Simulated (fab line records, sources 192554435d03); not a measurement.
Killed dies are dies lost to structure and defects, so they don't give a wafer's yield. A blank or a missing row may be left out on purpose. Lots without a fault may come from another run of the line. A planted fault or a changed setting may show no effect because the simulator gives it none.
Chamber matching | flow n5_finfet | N5_BEOL_M6_DEP_56 on pecvd-01: 3 sister chambers
The step deposits SiCN from 3MS/NH3, target thk 10 nm, time 17.5 s. 3 wafers are shown with their chamber, then 10 later ones without.

WAFERS WITH THEIR CHAMBER
wafer  | chamber | throttle_valve_pct (%)
L085.3 | 2       | 9.3
L091.4 | 0       | 8.8
L091.5 | 1       | 8.4

WAFERS WITHOUT THEIR CHAMBER
wafer  | throttle_valve_pct (%)
L091.6 | 9.2
L092.2 | 8.9
L092.3 | 9.3
L092.5 | 8.4
L093.3 | 9.1
L093.5 | 8.4
L093.6 | 9.2
L096.3 | 9.2
L096.5 | 9.1
L096.6 | 9.2

WHICH CHAMBER EACH WENT THROUGH
wafer  | from the rows above     | in truth
L091.6 | 2                       | 2
L092.2 | 0                       | 0
L092.3 | 2                       | 2
L092.5 | 1                       | 1
L093.3 | can't be placed: 2 or 0 | 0
L093.5 | 1                       | 1
L093.6 | 2                       | 2
L096.3 | 2                       | 2
L096.5 | can't be placed: 2 or 0 | 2
L096.6 | 2                       | 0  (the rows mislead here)
Placed correctly: 7 of 10. Can't be placed from these rows: 2 (the true chamber is among the candidates in 2). Placed wrongly: 1.
How it was worked out, from the rows above alone: a wafer's distance from a chamber is the root of the sum, over the readings, of the square of ((its reading less the chamber's mean) divided by the reading's scatter). The wafer belongs to the nearest chamber; if the next one is less than 2 further off, it can't be placed. A chamber's mean is the mean of its shown wafers. The scatter: with one shown wafer a chamber, the root of the mean of the squares of how far each hidden wafer lies from its nearest shown one.
